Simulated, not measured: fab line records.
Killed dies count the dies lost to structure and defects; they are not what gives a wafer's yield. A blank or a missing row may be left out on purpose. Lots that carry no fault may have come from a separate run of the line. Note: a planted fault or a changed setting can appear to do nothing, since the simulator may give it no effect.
fab line records	flow nand_harc
record: lots: 12	wafers: 36	last_day: 33
route steps=1302 shown P_ZERO_WELL@17 P_STI@100
lots untouched by any fault: they come from a run of this same line in which no faults occurred
start_h: start of the lot's first displayed wafer, in hours after the record's first day	wait_h: time in hours since the lot's previous step	" the same as in the row above	L1.1+2: one row covering several wafers at once	- value missing, or start not given	* or withheld: withheld	< > ~ a bound
route shown NAME@n: a module of which the file shows steps, and the number in the route of the first	usual: average and standard deviation across the fault-free wafers	same: alike in all rows	chamber/n: place in a boat	sites: each site's reading	_std_site: how widely they spread, as a standard deviation	_edge_site: mean of outer sites minus mean of inner sites	radius_mm: how far each site lies from the wafer's centre	mask NAME#n: copy n	behind: the tool/chamber that last shaped the wafer	hold: cause of the lot's hold/its duration in hours/its outcome	device: the n, p or np transistor that did not switch	end of line: the same wafers' tests at the end of the route	a step without rows: its recipe alone	killed: dies that structure and defects cost at the first sort, which is not the same as the wafer's yield	map: a wafer's dies, x killed, . not, _ none there
set.NAME: setting as actually run; set.NAME@STEP: the setting as run at that earlier step	model.NAME: the simulator's own value behind a step, which no gauge read
one table for each step of the route and one row for each wafer, over a sample of lots
services: a tool's chamber out of use, with start hour (start_h, from the record's first day; less than 0 if before it), hours out, and reason
== steps ==
step: NHARC_P_ZERO_WELL_ETCH_65
recipe: target_depth_a: 800	overetch_a: 240	time_s: 87.88	ion_energy_ev: 200	n2_flow_sccm: 150	h2_flow_sccm: 150	ar_flow_sccm: 0	rf_w: 400	bias_w: 150	chemistry: N2/H2
usual: drypump_motor_current_A: 6.0/0.44	mfc_ar_sccm: 0.001/0.0036	oes_product_au: 1.001/0.0066	rf_vpp_V: 429.0/2.3	showerhead_plenum_p_Torr: 1.99/0.075	throttle_valve_pct: 14.171/0.0092
lot.wafer	tool	chamber	start_h	wait_h	drypump_motor_current_A	mfc_ar_sccm	oes_product_au	rf_hours_counter_h	rf_vpp_V	showerhead_plenum_p_Torr	throttle_valve_pct
L136.4	rie_diel-03	0	31.36	0.1	6.0	0	0.997	30	431.4	2.08	14.162
L136.1	"	1	"	"	5.2	0	0.997	29	425.7	1.89	14.167
L136.3	"	2	"	"	5.0	0.008	1.005	27	430.4	2.03	14.182
L137.3	rie_diel-12	3	41.54	0.1	5.9	0	1.001	38	427.0	1.90	14.161
L137.1	"	0	"	"	6.2	0	1.006	38	428.8	2.01	14.157
L137.5	"	3	"	"	5.9	0	1.008	-	426.1	1.90	14.168
L138.1	rie_diel-12	3	51.54	0.1	5.9	0	1.010	41	426.5	1.90	14.187
L138.2	"	1	"	"	6.2	0	1.001	37	428.2	1.91	14.182
L138.6	"	3	"	"	5.9	0	1.006	-	426.2	1.90	14.192
L139.2	rie_diel-03	3	61.50	0.1	6.1	0	0.994	38	431.0	2.06	14.165
L139.4	"	1	"	"	5.2	0	0.998	40	426.7	1.89	14.177
L139.5	"	2	"	"	5.0	0.008	1.014	-	430.9	2.03	14.157
L140.3	rie_diel-03	3	71.50	0.1	6.1	0	1.008	39	431.2	2.06	14.169
L140.6	"	3	"	"	6.2	0	1.009	-	430.9	2.06	14.176
L140.5	"	0	"	"	6.0	0	1.004	-	431.6	2.08	14.147
L143.1	rie_diel-12	0	101.35	0.1	6.2	0	0.994	0	429.4	2.00	14.162
L143.3	"	1	"	"	6.2	0	0.999	0	425.9	1.91	14.172
L143.6	"	1	"	"	6.3	0	0.998	-	427.1	1.91	14.179
L144.4	rie_diel-13	0	111.49	0.1	6.0	0	0.986	30	432.6	2.08	14.158
L144.1	"	2	"	"	6.0	0.013	0.997	44	433.0	2.09	14.189
L144.5	"	3	"	"	6.6	0	0.989	-	428.7	1.98	14.163
L146.3	rie_diel-03	1	131.50	0.1	5.2	0	1.004	8	426.3	1.88	14.153
L146.6	"	3	"	"	6.2	0	0.998	-	430.5	2.05	14.170
L146.5	"	0	"	"	6.0	0	1.001	-	431.2	2.07	14.164
L148.2	rie_diel-03	3	151.49	0.1	6.2	0	1.014	10	430.6	2.05	14.167
L148.6	"	2	"	"	5.0	0.008	1.000	-	430.5	2.02	14.170
L148.5	"	3	"	"	6.1	0	1.000	-	431.4	2.05	14.169
L156.3	rie_diel-12	3	231.60	0.2	5.9	0	1.010	41	427.0	1.88	14.170
L156.6	"	2	"	"	6.3	0	1.014	-	428.6	2.04	14.173
L156.5	"	3	"	"	5.9	0	1.008	-	426.0	1.88	14.162
L157.2	rie_diel-12	1	241.48	0.1	6.2	0	1.001	44	425.4	1.89	14.162
L157.3	"	2	"	"	6.3	0	1.004	44	430.5	2.03	14.167
L157.5	"	2	"	"	6.4	0	1.001	-	431.0	2.03	14.184
L158.2	rie_diel-12	1	251.36	0.1	6.3	0	1.006	47	427.6	1.89	14.158
L158.3	"	3	"	"	5.9	0	1.001	49	426.2	1.87	14.188
L158.5	"	0	"	"	6.2	0	1.008	-	428.8	1.99	14.172
step: NHARC_P_ZERO_WELL_EXPOSE_49
recipe: na: 0.6	target_cd_nm: 2000	dose_mj: 22.64	mask_id: P_HVPW
lot.wafer	tool	chamber	start_h	wait_h	mask
L136.1+3+4	krf_scanner-04	0	35.46	-	P_HVPW#0
L137.1+3+5	krf_scanner-04	0	45.51	-	P_HVPW#0
L138.1+2+6	krf_scanner-04	0	55.55	-	P_HVPW#0
L139.2+4+5	krf_scanner-02	0	65.74	-	P_HVPW#0
L140.3+5+6	krf_scanner-02	0	75.52	-	P_HVPW#0
L143.1+3+6	krf_scanner-04	0	105.33	-	P_HVPW#0
L144.1+4+5	krf_scanner-04	0	115.49	-	P_HVPW#0
L146.3+5+6	krf_scanner-02	0	135.59	-	P_HVPW#0
L148.2+5+6	krf_scanner-04	0	155.51	-	P_HVPW_R1#0
L156.3+5+6	krf_scanner-01	0	235.85	-	P_HVPW#0
L157.2+3+5	krf_scanner-02	0	245.72	-	P_HVPW#0
L158.2+3+5	krf_scanner-04	0	255.57	-	P_HVPW#0
step: NHARC_P_ZERO_WELL_CD_MEAS_52
recipe: target_cd_nm: 2000	landing_energy_ev: 500
usual: cd_nm: 2000.0/1.3
same: landing_energy_ev: 500
lot.wafer	tool	chamber	start_h	wait_h	cd_nm
L136.1	cd_sem-03	0	35.62	-	2002.2
L136.3	"	0	"	"	2001.0
L136.4	"	0	"	"	2002.3
L137.1	cd_sem-01	0	45.66	-	2000.7
L137.3	"	0	"	"	2000.3
L137.5	"	0	"	"	1999.2
L138.1	cd_sem-03	0	55.71	-	1999.7
L138.2	"	0	"	"	2000.0
L138.6	"	0	"	"	1999.0
L139.2	cd_sem-02	0	65.90	-	1999.3
L139.4	"	0	"	"	1999.7
L139.5	"	0	"	"	1998.2
L140.3	cd_sem-03	0	75.67	-	1999.2
L140.5	"	0	"	"	1999.1
L140.6	"	0	"	"	2000.1
L143.1	cd_sem-02	0	105.48	-	2001.1
L143.3	"	0	"	"	2002.5
L143.6	"	0	"	"	2000.6
L144.1	cd_sem-03	0	115.65	-	2000.8
L144.4	"	0	"	"	2000.5
L144.5	"	0	"	"	2000.2
L146.3	cd_sem-03	0	135.74	-	2000.5
L146.5	"	0	"	"	2000.5
L146.6	"	0	"	"	2001.0
L148.2	cd_sem-03	0	155.66	-	1946.8
L148.5	"	0	"	"	1947.7
L148.6	"	0	"	"	1946.8
L156.3	cd_sem-03	0	236.01	-	2000.9
L156.5	"	0	"	"	2002.5
L156.6	"	0	"	"	2000.5
L157.2	cd_sem-03	0	245.88	-	1999.1
L157.3	"	0	"	"	2000.4
L157.5	"	0	"	"	2000.4
L158.2	cd_sem-03	0	255.72	-	2000.9
L158.3	"	0	"	"	2001.3
L158.5	"	0	"	"	2000.4
step: NHARC_P_ZERO_WELL_RTA_42
recipe: temp_c: 1100	time_s: 300
usual: anneal_temp_c_max: 1105.2/2.4	lamp_power_pct: 36.7/1.9	lamp_zone_2_pct: 36.7/1.9	lamp_zone_3_pct: 36.7/1.9	wafer_temp_C_max: 1104.1/1.6
lot.wafer	tool	chamber	start_h	wait_h	anneal_temp_c_max	lamp_power_pct	lamp_zone_2_pct	lamp_zone_3_pct	wafer_temp_C_max
L136.1	rtp_anneal-01	0	36.77	-	1102.2	34.7	34.8	34.8	1102.9
L136.3	"	0	"	"	1101.9	34.8	34.8	34.8	1102.5
L136.4	"	0	"	"	1103.2	34.8	34.8	34.8	1102.5
L137.1	rtp_anneal-01	0	46.79	-	1103.4	34.7	34.8	34.7	1103.6
L137.3	"	0	"	"	1104.6	34.8	34.7	34.7	1102.6
L137.5	"	0	"	"	1104.2	34.7	34.8	34.8	1102.4
L138.1	rtp_anneal-02	0	57.10	-	1106.5	38.6	38.6	38.6	1105.8
L138.2	"	0	"	"	1107.6	38.7	38.6	38.7	1103.3
L138.6	"	0	"	"	1107.2	38.6	38.6	38.6	1104.8
L139.2	rtp_anneal-01	0	67.16	-	1102.2	34.6	34.6	34.7	1102.3
L139.4	"	0	"	"	1102.9	34.7	34.6	34.6	1104.1
L139.5	"	0	"	"	1102.1	34.6	34.6	34.6	1104.1
L140.3	rtp_anneal-02	0	77.02	-	1107.4	38.6	38.6	38.6	1104.4
L140.5	"	0	"	"	1108.9	38.6	38.6	38.5	1106.1
L140.6	"	0	"	"	1106.5	38.6	38.6	38.5	1104.6
L143.1	rtp_anneal-02	0	106.62	-	1106.4	38.6	38.6	38.6	1105.8
L143.3	"	0	"	"	1108.1	38.7	38.5	38.6	1104.9
L143.6	"	0	"	"	1106.7	38.6	38.6	38.6	1105.9
L144.1	rtp_anneal-01	0	116.81	-	1104.0	34.8	34.8	34.8	1103.0
L144.4	"	0	"	"	1103.8	34.7	34.7	34.7	1102.6
L144.5	"	0	"	"	1102.7	34.8	34.7	34.7	1102.6
L146.3	rtp_anneal-02	0	137.46	-	1104.3	38.6	38.6	38.6	1105.1
L146.5	"	0	"	"	1106.2	38.6	38.6	38.6	1106.4
L146.6	"	0	"	"	1107.1	38.6	38.7	38.6	1105.6
L148.2	rtp_anneal-01	0	157.00	-	1103.1	34.7	34.7	34.7	1102.8
L148.5	"	0	"	"	1104.1	34.7	34.7	34.7	1102.8
L148.6	"	0	"	"	1103.0	34.7	34.7	34.8	1104.2
L156.3	rtp_anneal-01	0	237.35	-	1102.7	34.8	34.8	34.8	1103.0
L156.5	"	0	"	"	1103.7	34.8	34.8	34.7	1102.1
L156.6	"	0	"	"	1102.9	34.7	34.7	34.7	1102.3
L157.2	rtp_anneal-02	0	247.16	-	1108.4	38.5	38.6	38.5	1107.6
L157.3	"	0	"	"	1106.0	38.6	38.6	38.6	1106.2
L157.5	"	0	"	"	1106.3	38.6	38.6	38.5	1104.5
L158.2	rtp_anneal-01	0	256.97	-	1102.7	34.8	34.8	34.7	1103.3
L158.3	"	0	"	"	1102.9	34.8	34.8	34.8	1103.0
L158.5	"	0	"	"	1101.6	34.9	34.8	34.7	1103.7
step: NHARC_P_STI_CMP_21
recipe: t_overpolish_s: 20	target_thk_nm: 380.67
usual: motor_current_A: 12.6/1	overpolish_run_s: 20.000/0.0092
lot.wafer	tool	chamber	start_h	wait_h	motor_current_A	overpolish_run_s
L136.4	cmp-01	1	69.92	0.4	13.6	20.006
L136.3	"	3	"	"	11.9	19.999
L136.1	"	0	"	"	12.5	20.005
L137.3	cmp-01	0	86.59	0.4	12.7	19.999
L137.1	"	3	"	"	12.3	20.007
L137.5	"	1	"	"	13.3	19.985
L138.2	cmp-04	2	93.71	0.4	12.8	19.999
L138.1	"	1	"	"	11.5	20.000
L138.6	"	3	"	"	13.4	19.980
L139.4	cmp-01	0	103.54	0.4	12.7	20.014
L139.2	"	2	"	"	12.3	19.987
L139.5	"	1	"	"	13.1	19.999
L140.3	cmp-01	2	116.62	0.4	12.2	19.996
L140.5	"	0	"	"	12.5	19.995
L140.6	"	1	"	"	13.2	19.996
L143.3	cmp-04	2	143.73	0.4	12.3	19.998
L143.1	"	0	"	"	13.2	20.000
L143.6	"	2	"	"	11.8	20.003
L144.1	cmp-04	0	153.60	0.4	12.3	19.997
L144.4	"	1	"	"	11.4	19.995
L144.5	"	3	"	"	12.5	19.997
L146.3	cmp-04	3	172.02	0.4	13.4	19.985
L146.6	"	1	"	"	11.6	19.984
L146.5	"	2	"	"	12.1	19.990
L148.2	cmp-04	3	192.63	0.4	13.3	20.003
L148.5	"	0	"	"	12.1	19.995
L148.6	"	1	"	"	11.2	20.011
L156.3	cmp-04	0	279.01	0.5	12.2	20.004
L156.6	"	2	"	"	12.8	20.011
L156.5	"	3	"	"	13.0	20.023
L157.3	cmp-04	0	284.21	0.4	12.3	20.017
L157.2	"	3	"	"	12.8	20.008
L157.5	"	0	"	"	12.5	20.009
L158.2	cmp-03	0	291.99	0.4	12.0	20.015
L158.3	"	3	"	"	14.8	20.008
L158.5	"	1	"	"	13.1	19.992
== services ==
tool	chamber	start_h	hours	kind
rie_diel-12	1	7.62	6.6	repair
krf_scanner-04	-	10.47	4.0	pm
rtp_anneal-02	-	12.00	12.0	pm
cmp-04	-	13.00	4.0	pm
krf_scanner-04	-	51.68	1.2	repair
rie_diel-12	1	87.26	4.3	repair
rie_diel-03	1	89.35	12.3	repair
rie_diel-12	-	91.56	9.0	pm
cmp-04	-	111.00	4.0	pm
krf_scanner-04	-	122.53	0.4	repair
cmp-04	-	123.01	0.9	repair
rie_diel-12	0	131.76	2.1	repair
krf_scanner-04	-	156.11	4.0	repair
rie_diel-12	1	159.57	2.8	repair
cmp-04	-	160.26	4.4	repair
krf_scanner-04	-	182.48	4.0	pm
rie_diel-12	3	193.36	5.1	repair
cmp-04	-	200.95	0.8	repair
cmp-04	-	206.74	0.7	repair
cmp-04	-	209.00	4.0	pm
cmp-04	-	219.20	0.8	repair
krf_scanner-04	-	239.18	1.4	repair
cmp-04	-	251.82	1.4	repair
rie_diel-12	-	268.56	9.0	pm
== key ==
first_sign: step: NHARC_P_ZERO_WELL_EXPOSE_49	reading: mask	direction: changed
effect: step: NHARC_P_ZERO_WELL_CD_MEAS_52	reading: cd_nm	direction: down	sigmas: 42	usual: 2000.0	struck: 1947.1
met_at NHARC_P_ZERO_WELL_EXPOSE_49
struck_lots L148
tester_left_out L148
not_acting_at NHARC_P_ZERO_WELL_ETCH_65,NHARC_P_ZERO_WELL_RTA_42,NHARC_P_STI_CMP_21
onset_between 115.49 155.51
fault: kind: wrong_mask	tool: any	chamber: -	onset_h: 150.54	steps: NHARC_P_ZERO_WELL_EXPOSE_49	aux_copy: P_HVPW_R1#0	cd_offset_nm: -52.698	scope: struck_lots_only
tester_left_out: of these lots the tester's yield and bins aren't shown, on N5 and GAA mostly nor the transistor test; their killed dies are dies lost to structure and defects alone, not to doping, threshold or leakage, so they don't give the yield
